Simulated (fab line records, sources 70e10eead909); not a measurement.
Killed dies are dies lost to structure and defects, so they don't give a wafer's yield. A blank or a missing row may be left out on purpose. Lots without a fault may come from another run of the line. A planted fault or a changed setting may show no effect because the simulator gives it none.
fab line records | flow nand_harc
record lots=6 wafers=18 last_day=33
route steps=1302 shown A_CONTACT@1102 A_BLC@1107 END@1302
lots that met no fault: from a run of the same line without faults
start_h: hours from the record's first day to the start of the lot's first wafer shown | wait_h: hours since the lot's step before | " the same as in the row above | L1.1+2: a row that stands for several wafers | - no value, or no start given | * or withheld: withheld | < > ~ a bound
route shown NAME@n: a module of which the file shows steps, and the number in the route of the first | usual: mean/standard deviation of fault-free wafers | same: alike in all rows | chamber/n: place in a boat | sites: the reading at each site | _std_site: their standard deviation | _edge_site: outer sites' mean less inner sites' | radius_mm: how far each site lies from the wafer's centre | mask NAME#n: copy n | behind: the tool/chamber that last shaped the wafer | hold: why the lot was held/for how many hours/how that ended | device: the transistor (n, p or np) that didn't switch | end of line: the same wafers' tests at the end of the route | a step without rows: its recipe alone | killed: dies lost to structure and defects at the first sort, not the wafer's yield | map: a wafer's dies, x killed, . not, _ none there
set.NAME: the setting as run; set.NAME@STEP: as run at that earlier step | model.NAME: the simulator's own value behind a step, which no gauge read
lots at some steps of the route; a table a step, a row a wafer
services: from which hour (start_h, from the record's first day; less than 0 if before it) a tool's chamber was out of use, for how many hours, and why
## steps
# step NHARC_A_CONTACT_CVD_19
# recipe target_thk_a=3000 temp_c=300 pressure_torr=40 wf6_flow_sccm=40 h2_flow_sccm=1600 ar_flow_sccm=1560 time_s=802 material=W
# usual heater_power_w=509/51 mfc_h2_sccm=1601/4.6 throttle_valve_pct=8.08/0.26
# columns lot.wafer tool chamber start_h wait_h heater_power_w mfc_h2_sccm throttle_valve_pct
L261.2 cvd_w-02 0 - - 511 1600 8.00
L261.3 " 1 " " 574 1601 8.17
L261.5 " 0 " " 505 1599 7.89
L262.4 cvd_w-02 0 - - 514 1594 7.86
L262.3 " 1 " " 580 1597 8.28
L262.6 " 1 " " 574 1598 8.19
L267.4 cvd_w-01 0 - - 448 1602 8.14
L267.3 " 1 " " 494 1594 8.04
L267.6 " 0 " " 462 1601 8.06
L273.2 cvd_w-02 0 - - 468 1613 7.91
L273.4 " 0 " " 471 1601 7.57
L273.5 " 0 " " 453 1599 7.72
L276.4 cvd_w-01 0 - - 453 1593 8.24
L276.6 " 1 " " 499 1603 8.50
L276.5 " 0 " " 443 1601 8.33
L278.2 cvd_w-02 1 - - 575 1601 8.06
L278.3 " 0 " " 478 1598 7.80
L278.6 " 1 " " 599 1598 7.71
# step NHARC_A_CONTACT_CMP_20
# recipe t_overpolish_s=30 target_thk_nm=300
# usual motor_current_A=12.4/1.5 overpolish_run_s=30.001/0.0091 slurry_filter_dp_kPa=13.50/0.14 time_to_endpoint_s=59/3.8
# columns lot.wafer tool chamber start_h wait_h motor_current_A overpolish_run_s slurry_filter_dp_kPa time_to_endpoint_s
L261.2 cmp-04 1 570.41 0.7 16.4 30.002 13.66 64
L261.3 " 2 " " 12.7 29.994 13.59 65
L261.5 " 0 " " 10.6 30.009 13.43 56
L262.3 cmp-02 0 598.98 0.4 14.4 29.994 13.49 59
L262.4 " 2 " " 10.7 30.002 13.26 66
L262.6 " 0 " " 14.6 29.998 13.38 55
L267.3 cmp-03 2 634.38 0.4 12.6 29.988 13.43 60
L267.4 " 3 " " 12.4 30.014 13.72 54
L267.6 " 0 " " 12.2 29.980 13.43 57
L273.4 cmp-02 2 695.12 0.7 10.9 30.008 13.51 61
L273.2 " 3 " " 11.1 30.004 13.43 56
L273.5 " 1 " " 11.9 30.017 13.49 56
L276.4 cmp-04 3 722.12 0.4 12.4 30.004 13.59 56
L276.5 " 2 " " 13.3 29.992 13.54 68
L276.6 " 3 " " 12.7 30.016 13.43 59
L278.3 cmp-02 2 734.88 0.4 10.8 30.001 13.39 61
L278.2 " 3 " " 10.4 30.007 13.53 58
L278.6 " 3 " " 10.8 29.999 13.93 54
# step NHARC_A_CONTACT_SRD_22
# step NHARC_A_CONTACT_INSPECT_23
# usual raw_defect_count=506/120
# columns lot.wafer tool chamber start_h wait_h raw_defect_count
L261.2 defect_inspect-01 - 570.77 0.1 403
L261.3 " - " " 404
L261.5 " - " " 345
L262.3 defect_inspect-01 - 599.39 0.1 457
L262.4 " - " " 545
L262.6 " - " " 579
L267.3 defect_inspect-01 - 634.73 0.1 572
L267.4 " - " " 432
L267.6 " - " " 553
L273.2 defect_inspect-01 - 695.48 0.1 345
L273.4 " - " " 331
L273.5 " - " " 267
L276.4 defect_inspect-01 - 722.49 0.1 319
L276.5 " - " " 612
L276.6 " - " " 380
L278.2 defect_inspect-01 - 735.28 0.1 513
L278.3 " - " " 471
L278.6 " - " " 536
# step NHARC_A_BLC_DEHYDRATE_00
# recipe temp_c=150 time_s=120
# step NHARC_A_BLC_HMDS_01
# recipe time_s=30
# step NHARC_A_BLC_COAT_02
# recipe temp_c=260 time_s=75
# step NHARC_A_BLC_COAT_03
# recipe temp_c=225 time_s=65
# step NHARC_A_BLC_COAT_04
# recipe spin_rpm=1500 resist_thk_nm=90
# step NHARC_A_BLC_SOFTBAKE_05
# recipe temp_c=105 time_s=55
# step NHARC_A_BLC_EBR_06
# step NHARC_A_BLC_EXPOSE_07
# recipe na=1.35 target_cd_nm=100 dose_mj=67.97 mask_id=A_BLC
# columns lot.wafer tool chamber start_h wait_h mask model.A_BLC.overlay_x_nm
L261.2+3+5 arfi_scanner-02 0 571.01 - A_BLC#0 -0.3311
L262.3+4+6 arfi_scanner-03 0 599.76 - A_BLC#0 -0.4239
L267.3+4+6 arfi_scanner-03 0 635.11 - A_BLC#0 4.1
L273.2+4+5 arfi_scanner-03 0 695.85 - A_BLC#0 3.713
L276.4+5+6 arfi_scanner-02 0 722.88 - A_BLC#0 -0.2515
L278.2+3+6 arfi_scanner-01 0 735.65 - A_BLC#0 0.2041
# step NHARC_A_BLC_PEB_08
# recipe peb_temp_c=100 peb_time_s=65
# step NHARC_A_BLC_DEVELOP_09
# recipe develop_time_s=35 dev_temp_c=23
# step NHARC_A_BLC_CD_MEAS_10
# recipe target_cd_nm=100 landing_energy_ev=500
# usual cd_nm=100.3/0.73
# columns lot.wafer tool chamber start_h wait_h cd_nm
L261.2 cd_sem-02 0 571.15 - 100.0
L261.3 " 0 " " 100.4
L261.5 " 0 " " 99.9
L262.3 cd_sem-03 0 599.90 - 101.2
L262.4 " 0 " " 102.1
L262.6 " 0 " " 101.4
L267.3 cd_sem-02 0 635.25 - 99.7
L267.4 " 0 " " 98.9
L267.6 " 0 " " 99.5
L273.2 cd_sem-02 0 695.99 - 100.9
L273.4 " 0 " " 101.4
L273.5 " 0 " " 100.9
L276.4 cd_sem-01 0 723.02 - 99.5
L276.5 " 0 " " 100.3
L276.6 " 0 " " 100.9
L278.2 cd_sem-01 0 735.78 - 101.5
L278.3 " 0 " " 101.0
L278.6 " 0 " " 101.1
# step NHARC_A_BLC_OVL_MEAS_11
# usual overlay_x_nm=0.1/0.69 overlay_y_nm=0.0/0.86
# columns lot.wafer tool chamber start_h wait_h overlay_x_nm overlay_y_nm
L261.2 overlay-01 - 571.24 - -0.1 -0.3
L261.3 " - " " -0.4 -0.2
L261.5 " - " " -0.7 -0.9
L262.3 overlay-01 - 599.98 - -0.5 2.3
L262.4 " - " " -0.8 2.3
L262.6 " - " " 0.3 2.2
L267.3 overlay-02 - 635.33 - 3.9 0.9
L267.4 " - " " 3.8 0.4
L267.6 " - " " 3.9 0.7
L273.2 overlay-02 - 696.07 - 3.3 -0.7
L273.4 " - " " 3.5 -0.9
L273.5 " - " " 4.1 -0.7
L276.4 overlay-02 - 723.10 - 0.0 1.1
L276.5 " - " " -0.3 1.2
L276.6 " - " " -0.1 1.1
L278.2 overlay-02 - 735.87 - -0.5 -0.1
L278.3 " - " " 0.5 0.1
L278.6 " - " " 0.3 -0.3
# step NHARC_A_BLC_INSPECT_12
# usual raw_defect_count=83/39
# columns lot.wafer tool chamber start_h wait_h raw_defect_count
L261.2 defect_inspect-01 - 571.28 0.0 138
L261.3 " - " " 140
L261.5 " - " " 84
L262.3 defect_inspect-02 - 600.02 0.0 117
L262.4 " - " " 108
L262.6 " - " " 125
L267.3 defect_inspect-01 - 635.37 0.0 75
L267.4 " - " " 73
L267.6 " - " " 79
L273.2 defect_inspect-02 - 696.11 0.0 27
L273.4 " - " " 26
L273.5 " - " " 20
L276.4 defect_inspect-01 - 723.13 0.0 70
L276.5 " - " " 74
L276.6 " - " " 71
L278.2 defect_inspect-01 - 735.92 0.1 77
L278.3 " - " " 75
L278.6 " - " " 82
# step NHARC_END_SORT_01
# recipe temp_c=25
# usual killed_at_array=56/20 killed_at_other=0.9/1.1 killed_at_periphery=3.7/3 killed_dies=61/21 killed_open=2.9/1.6 killed_short=2.6/1.4
# same gross_dies=677
# columns lot.wafer tool chamber start_h wait_h killed_at_array killed_at_other killed_at_periphery killed_dies killed_open killed_short
L267.4 prober-02 0 681.10 3.4 56 1 4 61 3 3
L267.6 prober-02 0 682.71 4.0 42 0 5 47 4 3
# killed by level:class
L267.4 A_CHANNEL_HOLE_D1:chamber_film_flake=38 A_CHANNEL_FILL_D2:chamber_film_flake=4 A_SLIT:chamber_film_flake=3 P_ZERO_WELL:chamber_film_flake=2 A_STAIRCASE:chamber_film_flake=2 P_GATE:geometric_particle:open=1 A_ONON_D1:geometric_particle:short=1 A_CHANNEL_FILL_D1:geometric_particle:open=1
L267.6 A_CHANNEL_HOLE_D1:chamber_film_flake=27 A_CHANNEL_FILL_D1:chamber_film_flake=3 P_M2:chamber_film_flake=2 A_STAIRCASE:chamber_film_flake=2 A_WL_FILL:chamber_film_flake=2 P_GATE:geometric_particle:open=1 P_CONTACT:geometric_particle:open=1 A_CHANNEL_FILL_D1:geometric_particle:short=1
## services
# columns tool chamber start_h hours kind
cmp-04 - 545.88 1.5 repair
cvd_w-01 - 547.00 13.0 pm
arfi_scanner-02 - 552.22 0.7 repair
arfi_scanner-03 - 552.60 2.4 repair
cmp-02 - 561.00 10.7 repair
cvd_w-01 - 589.86 24.7 repair
cmp-04 - 592.85 59.8 repair
cmp-02 - 593.57 0.4 repair
arfi_scanner-02 - 593.78 0.5 repair
cmp-02 - 614.32 0.2 repair
cvd_w-01 0 622.95 3.2 repair
cmp-02 - 624.74 4.0 pm
cvd_w-02 - 631.37 13.0 pm
cvd_w-01 0 646.75 17.6 repair
arfi_scanner-02 - 656.00 4.0 pm
cmp-04 - 664.54 1.0 repair
cmp-02 - 665.19 2.0 repair
arfi_scanner-03 - 676.87 4.0 pm
cvd_w-02 1 687.79 14.2 repair
cmp-02 - 689.30 2.1 repair
cmp-04 - 717.79 2.5 repair
cmp-02 - 722.74 4.0 pm
arfi_scanner-02 - 726.57 1.0 repair
arfi_scanner-03 - 729.05 1.0 repair
## key
first_sign step=NHARC_A_BLC_OVL_MEAS_11 reading=overlay_x_nm direction=up sigmas=5.3 usual=0.1 struck=3.8
effect none on later readings
model_effect step=NHARC_A_BLC_EXPOSE_07 value=A_BLC.overlay_x_nm without=-0.4334 struck=3.906
met_at NHARC_A_BLC_EXPOSE_07
struck_wafers L267.3,L267.4,L267.6,L273.2,L273.4,L273.5
tester_left_out L267,L273
onset_between 599.76 635.11
fault kind=scanner_matching_overlay tool=arfi_scanner-03 chamber=- onset_h=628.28 steps=NHARC_A_BLC_EXPOSE_07 offset=4.3398
# tester_left_out: of these lots the tester's yield and bins aren't shown, on N5 and GAA mostly nor the transistor test; their killed dies are dies lost to structure and defects alone, not to doping, threshold or leakage, so they don't give the yield
